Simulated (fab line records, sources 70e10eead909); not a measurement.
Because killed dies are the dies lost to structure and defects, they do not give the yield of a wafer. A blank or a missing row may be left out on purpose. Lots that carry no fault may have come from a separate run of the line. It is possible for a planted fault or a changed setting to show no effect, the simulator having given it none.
Which tool was responsible? | flow nandHarc | 14 lots, 42 wafers sampled, at 4 steps of a route of 1302

## WHAT THE GAUGES SHOWED, per wafer
NHARC_A_BLC_OVL_MEAS_11.
lot  | measured     | on         | overlayXNm (nm) | overlayYNm (nm)
L826 | day 22 19:37 | overlay-02 | -0.6 -0.5 -0.4  | -0.3 0.3 0.2
L828 | day 23 12:32 | overlay-02 | -0.6 0.2 -0.7   | 0.6 0.5 0.3
L830 | day 23 17:37 | overlay-01 | -0.3 0.1 0.1    | 1.0 0.1 1.0
L829 | day 23 19:23 | overlay-01 | -0.3 0.2 0.5    | -0.5 -0.3 -0.9
L831 | day 24 11:02 | overlay-01 | 1.4 0.6 1.0     | 0.5 0.4 0.5
L832 | day 25 01:59 | overlay-01 | 1.0 0.9 1.3     | -1.6 -1.1 -1.6
L833 | day 25 19:42 | overlay-01 | -0.3 -0.3 0.4   | 0.1 0.3 0.5
L836 | day 26 16:30 | overlay-02 | -0.1 -0.2 -0.2  | 0.0 -0.5 -0.2
L837 | day 26 20:32 | overlay-01 | 0.1 -0.1 0.3    | 0.3 0.5 0.9
L838 | day 27 14:53 | overlay-02 | -1.0 -1.2 -1.2  | -0.9 -0.5 -0.5
L840 | day 28 13:42 | overlay-01 | -0.7 -0.2 -0.6  | 0.9 1.4 1.3
L844 | day 30 07:03 | overlay-01 | -1.4 -1.6 -1.9  | -0.1 -1.3 -0.1
L847 | day 31 12:34 | overlay-01 | 0.9 0.7 0.9     | 1.2 1.1 0.6
L848 | day 31 14:03 | overlay-01 | -0.5 -0.7 -0.4  | 1.1 1.1 0.4

NHARC_A_M0_CD_MEAS_09: the cd target is 80 nm.
lot  | measured     | on       | cdNm (nm)
L826 | day 22 23:26 | cdSem-01 | 81.2 80.8 81.6
L828 | day 23 16:50 | cdSem-02 | 79.4 80.9 80.7
L830 | day 23 21:42 | cdSem-03 | 81.3 80.1 80.5
L829 | day 23 23:31 | cdSem-02 | 81.0 80.5 78.7
L831 | day 24 14:58 | cdSem-03 | 81.6 80.7 81.1
L832 | day 25 05:48 | cdSem-03 | 79.2 79.1 79.9
L833 | day 25 23:38 | cdSem-02 | 78.5 81.0 78.6
L836 | day 26 20:19 | cdSem-03 | 79.9 80.1 81.1
L837 | day 27 00:22 | cdSem-03 | 80.2 80.0 80.2
L838 | day 27 18:44 | cdSem-02 | 80.8 80.5 80.5
L840 | day 28 17:38 | cdSem-01 | 81.1 79.0 81.4
L844 | day 30 11:06 | cdSem-02 | 79.5 80.6 79.1
L847 | day 31 18:10 | cdSem-02 | 110.1 108.1 110.3 109.7 108.1 110.6
L848 | day 31 20:00 | cdSem-03 | 109.3 108.3 107.8 109.5 108.8 107.4

## TOOL THAT RAN EACH LOT (tool first, then ch and the chambers of the sampled wafers, then the start)
lot  | NHARC_A_BLC_ALD_23                 | NHARC_A_M0_PEB_07
L826 | aldMetal-03 ch 0,1,3, day 22 21:31 | lithoTrack-01 ch 0, day 22 23:21
L828 | aldMetal-02 ch 0,1,2, day 23 14:49 | lithoTrack-06 ch 0, day 23 16:46
L830 | aldMetal-01 ch 2,3, day 23 19:32   | lithoTrack-01 ch 0, day 23 21:37
L829 | aldMetal-02 ch 0,3, day 23 21:19   | lithoTrack-06 ch 0, day 23 23:26
L831 | aldMetal-02 ch 0,1,3, day 24 12:57 | lithoTrack-04 ch 0, day 24 14:53
L832 | aldMetal-03 ch 0,3, day 25 03:55   | lithoTrack-01 ch 0, day 25 05:43
L833 | aldMetal-02 ch 0,1,2, day 25 21:36 | lithoTrack-04 ch 0, day 25 23:34
L836 | aldMetal-01 ch 2,3, day 26 18:26   | lithoTrack-06 ch 0, day 26 20:14
L837 | aldMetal-01 ch 1,3, day 26 22:28   | lithoTrack-01 ch 0, day 27 00:17
L838 | aldMetal-02 ch 0,2, day 27 16:49   | lithoTrack-04 ch 0, day 27 18:40
L840 | aldMetal-01 ch 1,2,3, day 28 15:37 | lithoTrack-04 ch 0, day 28 17:34
L844 | aldMetal-02 ch 0,1,3, day 30 09:04 | lithoTrack-01 ch 0, day 30 11:01
L847 | aldMetal-03 ch 0,2,3, day 31 14:35 | lithoTrack-04 ch 0, day 31 18:05
L848 | aldMetal-02 ch 0,2,3, day 31 16:11 | lithoTrack-04 ch 0, day 31 19:55
- NHARC_A_BLC_ALD_23: deposits TiN, target thk 3 nm, pulse time 1 s, ald cycles 150.
- NHARC_A_M0_PEB_07: peb time 65 s.

## WHAT THE TOOLS THEMSELVES READ (means of the sampled wafers that have a number; where no wafer has one, the mark that the record gives instead)
NHARC_A_BLC_ALD_23.
lot  | tool        | heaterPowerW (W) | precursorPulseHeightRel
L826 | aldMetal-03 | 1072             | 1.017
L828 | aldMetal-02 | 1149             | 1.012
L830 | aldMetal-01 | 1151             | 0.996
L829 | aldMetal-02 | 951              | 0.991
L831 | aldMetal-02 | 1054             | 1.006
L832 | aldMetal-03 | 1180             | 1.012
L833 | aldMetal-02 | 1135             | 1.014
L836 | aldMetal-01 | 1160             | 0.991
L837 | aldMetal-01 | 1115             | 1.015
L838 | aldMetal-02 | 1076             | 1.006
L840 | aldMetal-01 | 1128             | 1.005
L844 | aldMetal-02 | 1052             | 1.011
L847 | aldMetal-03 | 1102             | 1.003
L848 | aldMetal-02 | 1060             | 1.002

NHARC_A_M0_PEB_07.
lot  | tool          | heaterPowerTotalW (W) | plateTempC (C)
L826 | lithoTrack-01 | 156.8                 | 100.05
L828 | lithoTrack-06 | 156.2                 | 99.84
L830 | lithoTrack-01 | 156.4                 | 100.06
L829 | lithoTrack-06 | 156.4                 | 99.95
L831 | lithoTrack-04 | 156.9                 | 100.04
L832 | lithoTrack-01 | 156.3                 | 99.99
L833 | lithoTrack-04 | 156.6                 | 100.01
L836 | lithoTrack-06 | 156.7                 | 100.07
L837 | lithoTrack-01 | 156.3                 | 100.00
L838 | lithoTrack-04 | 156.7                 | 100.09
L840 | lithoTrack-04 | 156.8                 | 100.10
L844 | lithoTrack-01 | 156.4                 | 100.08
L847 | lithoTrack-04 | 177.0                 | 109.41
L848 | lithoTrack-04 | 176.9                 | 109.13

## THE ANSWER, worked out from the rows above alone
Rule: usual is defined by the lots themselves. Put in order of their means at a reading, lots are off if they are a third of the lots or fewer, leave a main group of 4 or more, and stand apart from it by a gap of 3 or more times the standard deviation of the main group's means; of several such gaps the widest counts. A main group is skipped when, at the precision printed for the reading in the tables above, its means are all equal. Also off: a lot with no number at a reading for which 4 or more lots have one. All remaining lots with rows at the step are treated as sound. Order of review: gauges by route order, followed by the tools' own readings, for which a lot's mean as printed above is used. The first step at which some lot is off is used, and at that step the reading that is off furthest; a lot without a number counts as furthest.
Off: L847, L848, at NHARC_A_M0_CD_MEAS_09 (cdNm). The main group: mean 80.3 nm, standard deviation 0.57.
A tool fits if, at a process step before that reading, it ran every lot that is off, and no sound lot after the first of them. Not tried: the gauges at NHARC_A_M0_CD_MEAS_09; whatever is off there is also off at NHARC_A_M0_PEB_07, on other tools, and gauge error can't account for it. One candidate fits, namely lithoTrack-04 at NHARC_A_M0_PEB_07. Its last sound lot is L840 (day 28 17:34), its first lot that is off L847 (day 31 18:05): a fault that began between those two fits.
The tool's own readings at NHARC_A_M0_PEB_07 bear it out: on the lots that are off they differ by more than 5 times the standard deviation of the sound lots' means. heaterPowerTotalW reads 176.9 W there against 156.5 W on the sound lots; plateTempC reads 109.27 C there against 100.02 C on the sound lots.

## WHAT THE SIMULATOR PUT IN
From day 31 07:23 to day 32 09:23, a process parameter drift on lithoTrack-04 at NHARC_A_M0_PEB_07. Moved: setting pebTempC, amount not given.
Lots struck among those shown: L847, L848. This agrees with what the rule above found.
